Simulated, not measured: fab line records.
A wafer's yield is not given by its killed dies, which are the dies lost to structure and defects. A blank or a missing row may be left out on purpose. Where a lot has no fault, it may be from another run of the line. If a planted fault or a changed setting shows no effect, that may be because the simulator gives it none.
Matching of chambers ; flow n5_finfet ; N5_BEOL_M9_CURE_71 on uv_cure-01: 3 sister chambers
The step cures SiCOH lowk, time 240 s. 6 wafers are shown with their chamber, then 9 later ones without.

## WAFERS PAIRED WITH THEIR CHAMBERS
wafer;chamber;wafer_temp_C_max;lamp_power_pct (%)
L076.4;0;386.4;52.43
L076.6;0;385.9;52.27
L081.2;2;387.3;52.34
L081.5;2;386.6;52.32
L088.5;1;388.0;52.31
L088.6;1;387.5;52.42

## WAFERS MISSING THEIR CHAMBER
wafer;wafer_temp_C_max;lamp_power_pct (%)
L087.1;386.5;52.33
L087.2;386.3;52.33
L087.6;385.9;52.26
L091.1;387.1;52.35
L091.3;386.9;52.27
L091.4;386.5;52.27
L093.1;386.1;52.28
L093.2;387.1;52.35
L093.3;387.0;52.34

## CHAMBER TAKEN BY EACH
wafer;from the rows above;in truth
L087.1;can't be placed: 0 or 2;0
L087.2;can't be placed: 0 or 2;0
L087.6;can't be placed: 0 or 2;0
L091.1;can't be placed: 2 or 1 or 0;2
L091.3;can't be placed: 2 or 0 or 1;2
L091.4;can't be placed: 0 or 2 or 1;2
L093.1;can't be placed: 0 or 2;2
L093.2;can't be placed: 2 or 1 or 0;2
L093.3;can't be placed: 2 or 1 or 0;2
Correctly placed: 0 of 9. From these rows, 9 cannot be placed; in 9 the true chamber is one of the candidates. Number placed wrongly: 0.
How it was worked out, from the rows above alone: a wafer's distance from a chamber is the root of the sum, over the readings, of the square of ((its reading less the chamber's mean) divided by the reading's scatter). The wafer belongs to the nearest chamber; if the next one is less than 2 further off, it can't be placed. The mean given for a chamber averages the wafers shown for that chamber. The scatter: the root of (the sum of the squares of (reading less its chamber's mean) over the shown wafers, divided by (wafers less chambers)).
